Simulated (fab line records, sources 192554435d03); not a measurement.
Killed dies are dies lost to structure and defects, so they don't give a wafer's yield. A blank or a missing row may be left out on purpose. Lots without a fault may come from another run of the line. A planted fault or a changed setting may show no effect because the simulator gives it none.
Chamber matching | flow n5_finfet | N5_MOL_CONTACT_COAG_ETCH_90 on rie_diel-01: 4 sister chambers
The step etches SiARC in CF4, target depth 13 nm, time 21.7 s. 8 wafers are shown with their chamber, then 8 later ones without.

WAFERS WITH THEIR CHAMBER
wafer  | chamber | showerhead_plenum_p_Torr (Torr) | drypump_motor_current_A (A)
L083.2 | 2       | 2.26                            | 6.1
L084.2 | 1       | 2.20                            | 5.9
L084.3 | 3       | 2.09                            | 5.7
L084.4 | 0       | 2.26                            | 5.2
L090.2 | 3       | 2.09                            | 5.7
L090.3 | 2       | 2.25                            | 6.1
L090.4 | 0       | 2.26                            | 5.3
L091.1 | 1       | 2.20                            | 5.9

WAFERS WITHOUT THEIR CHAMBER
wafer  | showerhead_plenum_p_Torr (Torr) | drypump_motor_current_A (A)
L091.3 | 2.26                            | 5.3
L091.6 | 2.26                            | 5.3
L092.2 | 2.25                            | 6.1
L092.5 | 2.20                            | 5.9
L092.6 | 2.09                            | 5.7
L095.2 | 2.25                            | 5.2
L095.3 | 2.09                            | 5.7
L095.6 | 2.25                            | 6.1

WHICH CHAMBER EACH WENT THROUGH
wafer  | from the rows above | in truth
L091.3 | 0                   | 0
L091.6 | 0                   | 0
L092.2 | 2                   | 2
L092.5 | 1                   | 1
L092.6 | 3                   | 3
L095.2 | 0                   | 0
L095.3 | 3                   | 3
L095.6 | 2                   | 2
Placed correctly: 8 of 8. Can't be placed from these rows: 0. Placed wrongly: 0.
How it was worked out, from the rows above alone: a wafer's distance from a chamber is the root of the sum, over the readings, of the square of ((its reading less the chamber's mean) divided by the reading's scatter). The wafer belongs to the nearest chamber; if the next one is less than 2 further off, it can't be placed. A chamber's mean is the mean of its shown wafers. The scatter: the root of (the sum of the squares of (reading less its chamber's mean) over the shown wafers, divided by (wafers less chambers)).
